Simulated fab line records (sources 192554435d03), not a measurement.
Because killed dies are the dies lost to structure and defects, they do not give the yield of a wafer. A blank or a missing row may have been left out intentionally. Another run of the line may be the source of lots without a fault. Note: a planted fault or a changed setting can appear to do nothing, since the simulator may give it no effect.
Which tool is to blame? -- flow n5 finfet -- 72 wafers from 24 lots sampled at 2 of the route's 1938 steps

## WHAT THE GAUGES READ, wafer by wafer
N5_BEOL_M5_OVL_MEAS_29. Usual: V4_OVL typically reads 0.1 nm, with standard deviation 0.63.
lot,measured,on,V4_OVL (nm),flag
L075,day 9 01:01,overlay-02,-1.0 0.2 -1.6,
L074,day 9 03:17,overlay-01,0.2 0.3 0.4,
L076,day 9 08:43,overlay-01,-0.8 0.0 -1.1,
L077,day 9 12:55,overlay-01,1.1 0.3 0.6,
L079,day 9 20:22,overlay-02,-0.5 -0.1 0.0,
L078,day 9 20:11,overlay-01,-0.7 -0.3 -0.3,
L080,day 9 20:24,overlay-01,-0.3 0.7 -0.2,
L082,day 10 02:43,overlay-01,-0.5 0.3 -0.3,
L081,day 10 06:11,overlay-01,0.5 0.0 0.3,
L083,day 10 19:49,overlay-01,-0.5 -0.3 -1.3,
L085,day 11 16:17,overlay-02,-0.9 0.5 0.0,
L084,day 11 16:47,overlay-01,-0.1 0.9 0.1,
L086,day 11 16:50,overlay-01,0.3 0.4 0.1,
L087,day 12 01:52,overlay-01,0.0 0.4 0.6,
L089,day 12 02:04,overlay-02,0.2 0.0 0.2,
L088,day 12 02:05,overlay-01,-0.4 0.2 -0.7,
L091,day 12 09:53,overlay-02,0.3 0.5 -0.1,
L090,day 12 17:57,overlay-02,0.9 -0.5 -0.5,
L092,day 12 20:08,overlay-02,0.9 0.3 -0.5,
L093,day 12 23:50,overlay-02,0.0 0.0 0.2,
L094,day 13 23:38,overlay-01,1.1 1.0 0.4,
L095,day 14 06:22,overlay-01,0.8 1.2 1.4,
L097,day 14 12:24,overlay-02,0.5 0.8 0.5,
L096,day 14 14:27,overlay-02,-0.7 -0.9 -0.6,

## WHAT TOOL EACH LOT RAN ON (gives the tool, then ch and the chambers of the sampled wafers, and finally the start)
lot,N5_BEOL_M5_ETCH_62
L075,"rie diel-02 ch 1,3, day 8 23:23"
L074,"rie diel-03 ch 0,3, day 9 02:26"
L076,"rie diel-03 ch 0,1,2, day 9 07:59"
L077,"rie diel-02 ch 1,2,3, day 9 10:21"
L079,"rie diel-03 ch 1,2,3, day 9 18:13"
L078,"rie diel-02 ch 0,3, day 9 18:35"
L080,"rie diel-02 ch 2,3, day 9 18:48"
L082,"rie diel-04 ch 1,2,3, day 9 21:56"
L081,"rie diel-02 ch 0,3, day 10 03:57"
L083,"rie diel-03 ch 2,3, day 10 17:42"
L085,"rie diel-04 ch 1,2,3, day 11 15:30"
L084,"rie diel-04 ch 0,1,3, day 11 15:44"
L086,"rie diel-04 ch 1,2,3, day 11 15:57"
L087,"rie diel-03 ch 0,1,2, day 11 23:10"
L089,"rie diel-03 ch 0,1,3, day 11 23:40"
L088,"rie diel-03 ch 0,1,2, day 11 23:58"
L091,"rie diel-04 ch 0,1, day 12 09:11"
L090,"rie diel-04 ch 0,1,2, day 12 10:13"
L092,"rie diel-03 ch 0,3, day 12 19:25"
L093,"rie diel-03 ch 0,2,3, day 12 22:14"
L094,"rie diel-04 ch 0,3, day 13 22:23"
L095,"rie diel-02 ch 0,1, day 14 04:20"
L097,"rie diel-03 ch 0,3, day 14 08:04"
L096,"rie diel-02 ch 2,3, day 14 13:44"
- N5_BEOL_M5_ETCH_62: etches SOC in N2/H2, target depth 75 nm, overetch 15 nm, time 112.5 s.

## WHAT THE TOOLS THEMSELVES READ (means of the sampled wafers that have a number; where no wafer has one, the mark that the record gives instead)
N5_BEOL_M5_ETCH_62. Usual: drypump motor current A 5.8 A, standard deviation 0.42; oes product au 0.63 a.u., standard deviation 0.057; rf vpp V 523.4 V, standard deviation 2.8; showerhead plenum p Torr 2.53 Torr, standard deviation 0.095; throttle valve pct 17.84 %, standard deviation 0.2.
lot,tool,drypump motor current A (A),oes product au (a.u.),rf vpp V (V),showerhead plenum p Torr (Torr),throttle valve pct (%),flag
L075,rie diel-02,5.3,0.66,523.3,2.50,17.61,
L074,rie diel-03,5.7,0.60,525.0,2.57,18.10,
L076,rie diel-03,5.6,0.66,524.2,2.57,17.94,
L077,rie diel-02,5.5,0.60,523.4,2.51,17.72,
L079,rie diel-03,5.9,0.68,526.2,2.62,17.77,
L078,rie diel-02,5.3,0.59,521.6,2.47,17.87,
L080,rie diel-02,5.6,0.56,523.3,2.53,17.81,
L082,rie diel-04,5.9,0.70,523.5,2.55,17.67,
L081,rie diel-02,5.3,0.58,521.8,2.47,17.86,
L083,rie diel-03,5.9,0.64,526.2,2.61,17.79,
L085,rie diel-04,5.9,0.68,523.7,2.55,17.69,
L084,rie diel-04,6.2,0.65,522.4,2.46,17.77,
L086,rie diel-04,5.9,0.68,524.7,2.55,17.68,
L087,rie diel-03,5.6,0.64,525.0,2.57,17.95,
L089,rie diel-03,5.8,0.63,525.2,2.60,17.97,
L088,rie diel-03,5.6,0.64,525.2,2.57,17.98,
L091,rie diel-04,6.3,0.61,521.7,2.48,17.82,
L090,rie diel-04,6.0,0.64,523.0,2.49,17.78,
L092,rie diel-03,5.7,0.58,524.6,2.57,18.15,
L093,rie diel-03,5.8,0.61,524.8,2.58,17.98,
L094,rie diel-04,6.3,0.62,519.1,2.38,17.82,
L095,rie diel-02,5.1,0.63,520.2,2.43,17.74,
L097,rie diel-03,6.0,0.59,525.3,2.60,17.99,
L096,rie diel-02,5.6,0.69,523.3,2.51,17.66,

## THE ANSWER, worked out from the rows above alone
Rule: a lot counts as off when the mean over its wafers that have a number is more than 3 standard deviations away from the usual mean. Also off: a lot with no number at a reading for which 4 or more lots have one. Any other lot the step has rows for is counted as sound. The gauges are gone through in route order, then the tools' own readings, and for those a lot's mean is taken as printed above. At the first step where some lot is off, the reading lying furthest off is the one used; lots without a number count as furthest.
Nothing can be told from this: no lot is off at any reading shown.

## WHAT WAS PUT IN BY THE SIMULATOR
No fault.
